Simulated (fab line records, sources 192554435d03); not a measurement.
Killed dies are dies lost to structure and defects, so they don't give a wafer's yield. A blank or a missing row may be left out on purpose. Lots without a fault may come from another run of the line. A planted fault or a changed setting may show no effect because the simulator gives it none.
fab line records | flow n5_finfet | part 2 of 2: steps 20 to 29 of 29
record lots=5 wafers=15 last_day=16
route steps=1938 shown MIM_TOP_LITHO@1850 MIM_TOP_ETCH@1851 MIM_BOT_LITHO@1854 MIM_BOT_ETCH@1866 PASS1_CAP@1873 TV_LITHO@1875
lots that met no fault: from a run of the same line without faults
start_h: hours from the record's first day to the start of the lot's first wafer shown | wait_h: hours since the lot's step before | " the same as in the row above | L1.1+2: a row that stands for several wafers | - no value, or no start given | * or withheld: withheld | < > ~ a bound
route shown NAME@n: a module of which the file shows steps, and the number in the route of the first | usual: mean/standard deviation of fault-free wafers | same: alike in all rows | chamber/n: place in a boat | sites: the reading at each site | _std_site: their standard deviation | _edge_site: outer sites' mean less inner sites' | radius_mm: how far each site lies from the wafer's centre | mask NAME#n: copy n | behind: the tool/chamber that last shaped the wafer | hold: why the lot was held/for how many hours/how that ended | device: the transistor (n, p or np) that didn't switch | end of line: the same wafers' tests at the end of the route | a step without rows: its recipe alone | killed: dies lost to structure and defects at the first sort, not the wafer's yield | map: a wafer's dies, x killed, . not, _ none there
set.NAME: the setting as run; set.NAME@STEP: as run at that earlier step | model.NAME: the simulator's own value behind a step, which no gauge read
lots at some steps of the route; a table a step, a row a wafer
services: from which hour (start_h, from the record's first day; less than 0 if before it) a tool's chamber was out of use, for how many hours, and why
## steps
# step N5_MIM_BOT_ETCH_STRIP_01
# recipe chemistry=O2 power_w=600 temp_c=60 pressure_mtorr=30 rf_frequency_hz=6e+07 bias_power_w=0 overash_fraction=0.5 o2_flow_sccm=225
# usual drypump_motor_current_A=5.7/0.65 oes_product_au=0.82/0.063 rf_vpp_V=3.6/1.4 showerhead_plenum_p_Torr=2.07/0.083 temp_c=60.00/0.11 throttle_valve_pct=16.66/0.19
# same bias_power_w=0
# columns lot.wafer tool chamber start_h wait_h drypump_motor_current_A oes_product_au rf_hours_counter_h rf_vpp_V showerhead_plenum_p_Torr temp_c throttle_valve_pct
L074.1 rie_diel-06 2 262.35 0.1 5.4 0.67 248 2.6 1.97 60.23 16.86
L074.5 " 0 " " 5.2 0.81 - 3.5 2.02 59.93 16.61
L074.6 " 3 " " 6.7 0.91 - 2.2 2.07 60.02 16.76
L083.1 rie_diel-06 2 323.44 0.1 5.3 0.90 10 1.3 2.22 60.02 16.43
L083.3 " 1 " " 4.9 0.76 144 4.4 1.99 59.88 16.70
L083.4 " 3 " " 6.7 0.87 62 4.1 2.06 60.01 16.78
L084.1 rie_diel-03 0 337.87 0.1 5.0 0.80 97 3.7 2.13 59.89 16.94
L084.2 " 2 " " 4.8 0.84 89 2.0 2.05 60.27 16.46
L084.4 " 3 " " 6.5 0.83 79 4.7 2.20 59.84 16.44
L085.3 rie_diel-06 0 343.82 0.5 5.2 0.78 119 2.3 2.01 60.17 16.67
L085.4 " 2 " " 5.4 0.87 16 1.4 2.22 59.91 16.52
L085.6 " 1 " " 4.9 0.76 - 1.3 1.99 60.06 16.65
L092.2 rie_diel-03 3 382.15 0.1 6.5 0.81 96 2.8 2.20 60.02 16.52
L092.3 " 0 " " 5.0 0.79 111 5.2 2.13 60.02 16.99
L092.5 " 1 " " 6.6 0.88 - 1.9 2.21 59.95 16.54
# step N5_MIM_BOT_ETCH_STRIP_02
# recipe chemistry=post_etch_residue_remover time_s=1200 temp_c=72.5
# usual temp_c=72.51/0.12
# same time_s=1200
# columns lot.wafer tool chamber start_h wait_h temp_c
L074.1 wet_bench-05 3 262.42 - 72.36
L074.5 " 4 " " 72.59
L074.6 " 5 " " 72.69
L083.1 wet_bench-06 2 323.51 - 72.50
L083.3 " 7 " " 72.48
L083.4 " 3 " " 72.57
L084.1 wet_bench-05 6 337.93 - 72.69
L084.2 " 7 " " 72.51
L084.4 " 5 " " 72.50
L085.3 wet_bench-05 7 343.89 - 72.53
L085.4 " 5 " " 72.45
L085.6 " 2 " " 72.66
L092.2 wet_bench-04 0 382.22 - 72.36
L092.3 " 7 " " 72.63
L092.5 " 3 " " 72.35
# step N5_MIM_BOT_ETCH_CLEAN_05
# recipe chemistry=IPA time_s=180 temp_c=25
# usual temp_c=24.99/0.11
# same time_s=180
# columns lot.wafer tool chamber start_h wait_h temp_c
L074.1 wet_bench-05 3 262.75 0.0 24.99
L074.5 " 4 " " 24.96
L074.6 " 5 " " 24.82
L083.1 wet_bench-06 2 323.84 0.0 24.95
L083.3 " 7 " " 25.05
L083.4 " 3 " " 25.05
L084.1 wet_bench-05 6 338.27 0.0 24.78
L084.2 " 7 " " 24.91
L084.4 " 5 " " 25.01
L085.3 wet_bench-05 7 344.22 0.0 25.04
L085.4 " 5 " " 25.13
L085.6 " 2 " " 25.30
L092.2 wet_bench-04 0 382.55 0.0 24.94
L092.3 " 7 " " 24.71
L092.5 " 3 " " 25.09
# step N5_MIM_BOT_ETCH_SRD_06
# recipe dry=ipa_marangoni time_s=30 temp_c=23 rinse_liquid=diw
# usual temp_c=23.00/0.1
# same time_s=30
# columns lot.wafer tool chamber start_h wait_h temp_c
L074.1 wet_bench-05 3 262.80 0.0 23.04
L074.5 " 4 " " 22.88
L074.6 " 5 " " 23.03
L083.1 wet_bench-06 2 323.90 0.0 22.87
L083.3 " 7 " " 22.84
L083.4 " 3 " " 22.92
L084.1 wet_bench-05 6 338.32 0.0 22.95
L084.2 " 7 " " 22.96
L084.4 " 5 " " 22.92
L085.3 wet_bench-05 7 344.28 0.0 22.89
L085.4 " 5 " " 23.16
L085.6 " 2 " " 22.84
L092.2 wet_bench-04 0 382.60 0.0 23.01
L092.3 " 7 " " 22.92
L092.5 " 3 " " 23.16
# step N5_PASSIVATION_PECVD_55
# recipe material=SiO2 target_thk_a=4000 temp_c=400 precursor=SiH4/N2O pressure_torr=2.7 rf_w=608 time_s=22.5
# usual chamber_pressure_Torr=2.699/0.0061 heater_power_w=637/91 showerhead_plenum_p_Torr=8.11/0.086 throttle_valve_pct=51.7/2.9
# same time_s=22.5
# columns lot.wafer tool chamber start_h wait_h chamber_pressure_Torr heater_power_w showerhead_plenum_p_Torr throttle_valve_pct
L074.1 pecvd-02 1 262.85 0.0 2.692 759 7.91 56.7
L074.5 " 1 " " 2.684 755 7.92 56.4
L074.6 " 0 " " 2.696 669 8.18 49.7
L083.1 pecvd-02 0 323.94 0.0 2.696 640 8.21 49.5
L083.3 " 1 " " 2.699 823 7.92 56.4
L083.4 " 2 " " 2.703 529 8.01 50.6
L084.1 pecvd-01 1 338.37 0.0 2.696 521 8.10 51.5
L084.2 " 0 " " 2.704 643 8.15 55.8
L084.4 " 1 " " 2.708 517 8.11 51.3
L085.3 pecvd-02 1 344.32 0.0 2.705 720 7.92 56.6
L085.4 " 0 " " 2.704 679 8.17 49.9
L085.6 " 1 " " 2.704 735 7.94 56.5
L092.2 pecvd-04 1 382.65 0.0 2.699 632 8.24 51.7
L092.3 " 0 " " 2.698 574 8.03 52.3
L092.5 " 1 " " 2.696 678 8.25 51.7
# step N5_PASSIVATION_PECVD_01
# recipe material=SiNx target_thk_a=2000 temp_c=400 precursor=SiH4/NH3/N2 pressure_torr=4.9 rf_w=1406 time_s=43.2
# usual chamber_pressure_Torr=4.901/0.011 heater_power_w=353/97 showerhead_plenum_p_Torr=8.64/0.061 throttle_valve_pct=29.2/1.6
# same time_s=43.2
# columns lot.wafer tool chamber start_h wait_h chamber_pressure_Torr heater_power_w showerhead_plenum_p_Torr throttle_valve_pct
L074.1 pecvd-02 1 262.88 0.0 4.890 552 8.51 32.1
L074.5 " 1 " " 4.896 542 8.51 31.9
L074.6 " 0 " " 4.915 356 8.73 28.1
L083.1 pecvd-02 0 323.98 0.0 4.910 319 8.72 28.3
L083.3 " 1 " " 4.885 381 8.51 31.8
L083.4 " 2 " " 4.898 227 8.58 29.0
L084.1 pecvd-01 1 338.42 0.0 4.897 223 8.64 29.1
L084.2 " 0 " " 4.908 250 8.64 31.6
L084.4 " 1 " " 4.891 228 8.64 29.0
L085.3 pecvd-02 1 344.36 0.0 4.914 495 8.54 31.9
L085.4 " 0 " " 4.890 297 8.68 27.9
L085.6 " 1 " " 4.894 512 8.51 31.7
L092.2 pecvd-04 1 382.68 0.0 4.900 364 8.74 29.1
L092.3 " 0 " " 4.914 369 8.59 29.8
L092.5 " 1 " " 4.901 376 8.72 29.2
# step N5_PASSIVATION_HMDS_03
# recipe time_s=60 temp_c=120
# same time_s=60
# columns lot.wafer tool chamber start_h wait_h
L074.1+5+6 litho_track-03 0 263.06 0.1
L083.1+3+4 litho_track-04 0 324.24 0.2
L084.1+2+4 litho_track-01 0 338.87 0.4
L085.3+4+6 litho_track-03 0 346.67 2.3
L092.2+3+5 litho_track-04 0 384.53 1.8
# step N5_PASSIVATION_COAT_04
# recipe spin_rpm=* resist_thk_nm=*
# usual spin_speed_rpm=*
# columns lot.wafer tool chamber start_h wait_h spin_speed_rpm
L074.1 litho_track-03 0 - - *
L074.5 " 0 " " *
L074.6 " 0 " " *
L083.1 litho_track-04 0 - - *
L083.3 " 0 " " *
L083.4 " 0 " " *
L084.1 litho_track-01 0 - - *
L084.2 " 0 " " *
L084.4 " 0 " " *
L085.3 litho_track-03 0 - - *
L085.4 " 0 " " *
L085.6 " 0 " " *
L092.2 litho_track-04 0 - - *
L092.3 " 0 " " *
L092.5 " 0 " " *
# step N5_PASSIVATION_EBR_06
# recipe solvent=PGMEA ebr_width_mm=1.5
# columns lot.wafer tool chamber start_h wait_h
L074.1+5+6 litho_track-03 0 - -
L083.1+3+4 litho_track-04 0 - -
L084.1+2+4 litho_track-01 0 - -
L085.3+4+6 litho_track-03 0 - -
L092.2+3+5 litho_track-04 0 - -
# step N5_PASSIVATION_SOFTBAKE_05
# recipe temp_c=100 time_s=90
# same time_s=90
# columns lot.wafer tool chamber start_h wait_h
L074.1+5+6 litho_track-03 0 - -
L083.1+3+4 litho_track-04 0 - -
L084.1+2+4 litho_track-01 0 - -
L085.3+4+6 litho_track-03 0 - -
L092.2+3+5 litho_track-04 0 - -
## services
# columns tool chamber start_h hours kind
rie_diel-03 1 241.09 - clean
rie_diel-06 2 243.08 8.3 repair
rie_metal-01 - 249.72 2.8 pm
krf_scanner-01 - 252.90 1.0 pm
rie_metal-01 - 255.36 4.0 pm
pecvd-04 1 255.80 14.1 repair
krf_scanner-02 - 259.05 1.3 pm
krf_scanner-01 - 263.99 1.3 pm
krf_scanner-02 - 265.98 1.0 pm
litho_track-02 - 279.18 - consumable_replace:filter
rie_diel-04 3 281.53 2.6 repair
litho_track-04 - 289.46 - consumable_replace:filter
pecvd-03 0 300.29 4.7 repair
krf_scanner-01 - 304.12 0.8 pm
rie_metal-02 - 304.64 2.8 pm
pecvd-02 - 307.51 5.5 pm
rie_diel-04 - 311.41 0.7 repair
pecvd-03 1 319.50 25.3 repair
wet_bench-06 - 337.67 0.5 repair
pecvd-02 - 337.70 3.3 repair
krf_scanner-01 - 349.87 11.6 pm
rie_diel-06 0 356.03 43.4 repair
rie_diel-05 0 365.70 8.6 repair
krf_scanner-02 - 377.17 0.8 pm
